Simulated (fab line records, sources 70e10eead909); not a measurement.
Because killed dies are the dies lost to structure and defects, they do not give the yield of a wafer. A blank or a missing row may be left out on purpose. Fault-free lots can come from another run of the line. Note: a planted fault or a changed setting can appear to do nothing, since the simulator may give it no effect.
Struck lot and sound lot, side by side + flow nand-harc + 21 out of 1159 route steps
Sound: the wafers L528.3, L528.4, L528.6. Struck: wafer L533.6. (L533.3, L533.5 of the same lot were not struck and are left out.) The cause comes at the end.
Per side, at each step with rows, come the tool, then ch with its chambers, and then its first start. Under that, the readings that differ: sound wafers + struck wafers + difference of the means + sigmas: that difference in standard deviations of wafers without a fault.
alike: same words and numbers on both sides, and readings whose means sit less than 2 such deviations apart. not compared: any withheld reading, any reading some wafer has no value for, any bound like >300 that may hide the same value, and any number with overlapping values for which the record gives no deviation.
A row with sigmas, a row that says differs or no value, or rows on one side alone: a step with any of these is where the two part. Numbers that have no deviation but don't overlap get no sigmas and don't part them. Lack of a reading on every wafer of one side parts them only where that side has two or more wafers.

NHARC_A_CONTACT_CMP_20: polishes, t overpolish 30 s, target thk 300 nm.
  sound on cmp-04 ch 0,1,3, day 19 15:28; struck on cmp-02 ch 2, day 21 13:37
  alike: motor-current-A, overpolish-run-s, time-to-endpoint-s
following that, these wafers have no rows for 1 step: NHARC_A_CONTACT_SRD_22.
NHARC_A_CONTACT_INSPECT_23:
  sound: defect-inspect-01 at day 19 15:50; struck: defect-inspect-01 at day 21 14:01
  alike: raw-defect-count
then, 8 steps without rows for these wafers: NHARC_A_BLC_DEHYDRATE_00 (time 120 s); NHARC_A_BLC_HMDS_01 (time 30 s); NHARC_A_BLC_COAT_02 (time 75 s); NHARC_A_BLC_COAT_03 (time 65 s); NHARC_A_BLC_COAT_04 (resist thk 90 nm); NHARC_A_BLC_SOFTBAKE_05 (time 55 s); NHARC_A_BLC_EBR_06; NHARC_A_BLC_EXPOSE_07 (exposes mask A BLC, target cd 100 nm).
NHARC_A_BLC_PEB_08: peb time 65 s.
  sound on litho-track-06 ch 0, day 19 16:08; struck on litho-track-01 ch 0, day 21 14:26
then, 1 step without rows for these wafers: NHARC_A_BLC_DEVELOP_09 (develop time 35 s).
NHARC_A_BLC_CD_MEAS_10: the cd target is 100 nm.
  sound on cd-sem-02 ch 0, day 19 16:13; struck on cd-sem-02 ch 0, day 21 14:31
| reading    | sound             | struck | difference | sigmas |
|------------|-------------------|--------|------------|--------|
| cd-nm (nm) | 101.7 100.8 100.3 | 107.6  | +6.7       | +8     |
NHARC_A_BLC_OVL_MEAS_11:
  sound: overlay-02 at day 19 16:18; struck: overlay-01 at day 21 14:37
  alike: overlay-x-nm, overlay-y-nm
NHARC_A_BLC_INSPECT_12:
  sound: defect-inspect-01 at day 19 16:20; struck: defect-inspect-02 at day 21 14:38
  alike: raw-defect-count
NHARC_A_BLC_DESCUM_15: chemistry O2, time 3 s.
  sound on rie-diel-02 ch 0,1,2, day 19 16:23; struck on rie-diel-07 ch 0, day 21 14:44
| reading                | sound             | struck | difference | sigmas |
|------------------------|-------------------|--------|------------|--------|
| model.A_BLC.cd-nm (nm) | 102.7 101.1 99.55 | 107.2  | +6.1       |        |
  alike: drypump-motor-current-A, oes-product-au, rf-vpp-V, showerhead-plenum-p-Torr, throttle-valve-pct
  not compared: rf-hours-counter-h
NHARC_A_BLC_ETCH_16: etches the open film in CF4, target depth 39 nm, time 65 s.
  sound on rie-diel-02 ch 0,2,3, day 19 16:29; struck on rie-diel-07 ch 3, day 21 14:47
| reading               | sound             | struck | difference | sigmas |
|-----------------------|-------------------|--------|------------|--------|
| oes-product-au (a.u.) | 0.986 0.991 0.987 | 1.014  | +0.026     | +2     |
  alike: drypump-motor-current-A, rf-vpp-V, showerhead-plenum-p-Torr, throttle-valve-pct
  not compared: rf-hours-counter-h
NHARC_A_BLC_ETCH_17: etches the open film in N2/H2, target depth 390 nm, time 609.38 s.
  sound on rie-diel-02 ch 0,1,2; struck on rie-diel-07 ch 2
  alike: drypump-motor-current-A, oes-product-au, rf-vpp-V, showerhead-plenum-p-Torr, throttle-valve-pct
  not compared: rf-hours-counter-h
NHARC_A_BLC_ETCH_18: etches the open film in C4F8/O2/Ar, target depth 910 nm.
  sound on rie-diel-02 ch 0,2; struck on rie-diel-07 ch 0
| reading                | sound             | struck | difference | sigmas |
|------------------------|-------------------|--------|------------|--------|
| rf-vpp-V (V)           | 970 973 969       | 984    | +13        | +2     |
| model.A_BLC.cd-nm (nm) | 102.2 97.13 98.36 | 105.5  | +6.3       |        |
  alike: oes-product-au
  not compared: rf-hours-counter-h
NHARC_A_BLC_CD_MEAS_19:
  sound: cd-sem-01 at day 19 17:22; struck: cd-sem-01 at day 21 15:50
| reading    | sound           | struck | difference | sigmas |
|------------|-----------------|--------|------------|--------|
| cd-nm (nm) | 101.8 97.0 98.3 | 105.5  | +6.5       | +2     |

== WHERE THEY PART ==
First at NHARC_A_BLC_CD_MEAS_10; last, within this record, at NHARC_A_BLC_CD_MEAS_19.

WHY: the cause the simulator had injected
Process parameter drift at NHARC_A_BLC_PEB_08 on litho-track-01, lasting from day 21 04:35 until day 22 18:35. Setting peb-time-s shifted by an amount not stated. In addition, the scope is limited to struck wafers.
